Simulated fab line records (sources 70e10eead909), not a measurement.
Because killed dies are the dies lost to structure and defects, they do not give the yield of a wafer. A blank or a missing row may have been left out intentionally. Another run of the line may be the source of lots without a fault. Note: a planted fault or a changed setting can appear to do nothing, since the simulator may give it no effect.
A lot that was struck, set against a sound lot ; flow nandHarc ; 14 steps out of a route of 1159
Sound: the wafers L795.1, L795.4, L795.5. Wafers L783.2, L783.3, L783.6 were the ones struck. Last of all comes the cause.
Order at every step that has rows: each side's tool, ch and its chambers, its first start. Under that, the readings that differ: sound wafers ; struck wafers ; difference of the means ; sigmas: that difference in standard deviations of wafers without a fault.
alike: readings with means less than 2 such deviations apart, plus words and numbers identical on both sides. not compared: withheld readings, readings lacking a value on some wafer, bounds such as >300 that could conceal the same value, and numbers that have no deviation in the record and whose values overlap.
Wherever a step has rows on one side only, a row that says differs or no value, or a row with sigmas, the two part there. Non-overlapping numbers with no deviation appear without sigmas and do not part them. A reading that every wafer of one side lacks parts them only if that side has two wafers or more.

first, 4 steps without rows for these wafers: NHARC_A_STAIRCASE_HARDBAKE_218 (time 140 s); NHARC_A_STAIRCASE_DESCUM_219 (chemistry O2, time 3 s); NHARC_A_STAIRCASE_TRIM_220 (chemistry O2, time 211.2 s); NHARC_A_STAIRCASE_ETCH_221 (etches the open film in C4F8/O2, target depth 100 nm, time 40.5 s).
NHARC_A_STAIRCASE_TRIM_222: chemistry O2, time 211.2 s.
  sound on rieDiel-13 ch 1,3; struck on rieDiel-06 ch 1,3
  alike: drypumpMotorCurrentA, oesProductAu, rfVppV, showerheadPlenumPTorr, throttleValvePct
  not compared: rfHoursCounterH
NHARC_A_STAIRCASE_ETCH_223: etches the open film in C4F8/O2, target depth 100 nm, time 40.5 s.
  sound on rieDiel-13 ch 0,2,3; struck on rieDiel-06 ch 0,1,3
  alike: biasW, chamberPressureMTorr, oesProductAu, rfVppV
  not compared: rfHoursCounterH
NHARC_A_STAIRCASE_TRIM_224: chemistry O2, time 211.2 s.
  sound on rieDiel-13 ch 0,1,2; struck on rieDiel-06 ch 2,3
  alike: drypumpMotorCurrentA, oesProductAu, rfVppV, showerheadPlenumPTorr, throttleValvePct
  not compared: rfHoursCounterH
then, 2 steps without rows for these wafers: NHARC_A_STAIRCASE_ETCH_225 (etches the open film in C4F8/O2, target depth 100 nm, time 40.5 s); NHARC_A_STAIRCASE_TRIM_226 (chemistry O2, time 211.2 s).
NHARC_A_STAIRCASE_ETCH_227: etches the open film in C4F8/O2, target depth 100 nm, time 40.5 s.
  sound on rieDiel-13 ch 0,2,3; struck on rieDiel-06 ch 0,1,3
  alike: biasW, chamberPressureMTorr, oesProductAu, rfVppV
  not compared: rfHoursCounterH
NHARC_A_STAIRCASE_TRIM_229: chemistry O2, time 211.2 s.
  sound on rieDiel-13 ch 2,3, day 15 12:36; struck on rieDiel-02 ch 1,2, day 12 16:29
  alike: drypumpMotorCurrentA, oesProductAu, rfVppV, showerheadPlenumPTorr, throttleValvePct
  not compared: rfHoursCounterH
NHARC_A_STAIRCASE_ETCH_230: etches the open film in C4F8/O2, target depth 100 nm, time 40.5 s.
  sound on rieDiel-13 ch 0,2,3, day 15 12:48; struck on rieDiel-02 ch 1,2,3, day 12 16:41
  no value came back on the struck wafers for biasW (W), chamberPressureMTorr (mTorr), oesProductAu (a.u.), rfVppV (V); on the sound wafers biasW (W) reads 1002 1001 997
  not compared: rfHoursCounterH
then, 1 step without rows for these wafers: NHARC_A_STAIRCASE_TRIM_231 (chemistry O2, time 211.2 s).
-- jump in the record: it breaks off in module A_STAIRCASE and resumes in module END (first step shown: number 1159 of the route), and 8 days separate the struck wafers' starts before and after --
NHARC_END_SORT_01:
  at this point the record logs the struck wafers (prober-02 ch 0, day 20 17:23) and has no rows for the sound ones

## WHERE THEY PART
First at NHARC_A_STAIRCASE_ETCH_230; last, within this record, at NHARC_END_SORT_01.

WHY: what had been put in by the simulator
Entire step skipped (rieDiel-02, NHARC_A_STAIRCASE_ETCH_230), from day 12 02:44 onward. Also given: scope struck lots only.
